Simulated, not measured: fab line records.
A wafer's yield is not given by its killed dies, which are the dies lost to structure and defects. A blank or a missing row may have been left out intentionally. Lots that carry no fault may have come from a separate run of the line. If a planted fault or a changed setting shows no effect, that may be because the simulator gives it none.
Matching of chambers	flow n5 finfet	3 sister chambers for N5_MOL_CONTACT_COAG_CO_FILL_22 on cvd co-02
The step material Co, precursor CCTBA/H2, target thk 20 nm. 30 wafers are shown with their chamber, then 12 later ones without.

== WAFERS WITH THEIR CHAMBER ==
wafer	chamber	heater power w (W)
L074.2	1	258
L074.4	2	229
L074.6	0	259
L076.3	1	259
L076.5	0	255
L076.6	1	269
L078.1	1	265
L078.3	0	258
L078.4	1	257
L080.2	1	264
L080.3	2	232
L080.6	0	257
L082.4	1	268
L082.5	0	252
L082.6	2	242
L083.4	0	257
L083.5	1	266
L083.6	2	234
L084.3	0	259
L084.4	2	231
L084.5	1	266
L085.2	1	259
L085.3	2	232
L085.5	1	256
L087.1	0	259
L087.3	2	239
L087.6	1	263
L088.2	0	258
L088.4	1	263
L088.5	0	256

SIGNATURES (averages over the wafers above)
reading	chamber 0	chamber 1	chamber 2	scatter within a chamber
heater power w	257.00	262.54	234.14	3.84
Rule: a wafer lies at a distance from a chamber equal to the root of the sum of squares, over the readings, of (its reading less the chamber's mean, divided by the reading's scatter). The wafer belongs to the nearest chamber; if the next one is less than 2 further off, it can't be placed. The scatter: take each reading less its chamber's mean, square it, sum over the shown wafers, divide by the number of wafers less the number of chambers, and take the root.

== WAFERS MISSING THEIR CHAMBER ==
wafer	heater power w (W)
L089.4	233
L089.5	257
L089.6	270
L091.3	231
L091.5	260
L091.6	238
L093.2	256
L093.3	239
L093.5	261
L095.1	236
L095.4	261
L095.5	257

== CHAMBER TAKEN BY EACH ==
wafer	from the rows above	in truth
L089.4	2	2
L089.5	can't be placed: 0 or 1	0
L089.6	can't be placed: 1 or 0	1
L091.3	2	2
L091.5	can't be placed: 1 or 0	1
L091.6	2	2
L093.2	can't be placed: 0 or 1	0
L093.3	2	2
L093.5	can't be placed: 1 or 0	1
L095.1	2	2
L095.4	can't be placed: 1 or 0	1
L095.5	can't be placed: 0 or 1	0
Correct placement for 5 of the 12. Cannot be placed on the basis of these rows: 7; the candidates contain the true chamber in 7. 0 placed wrongly.
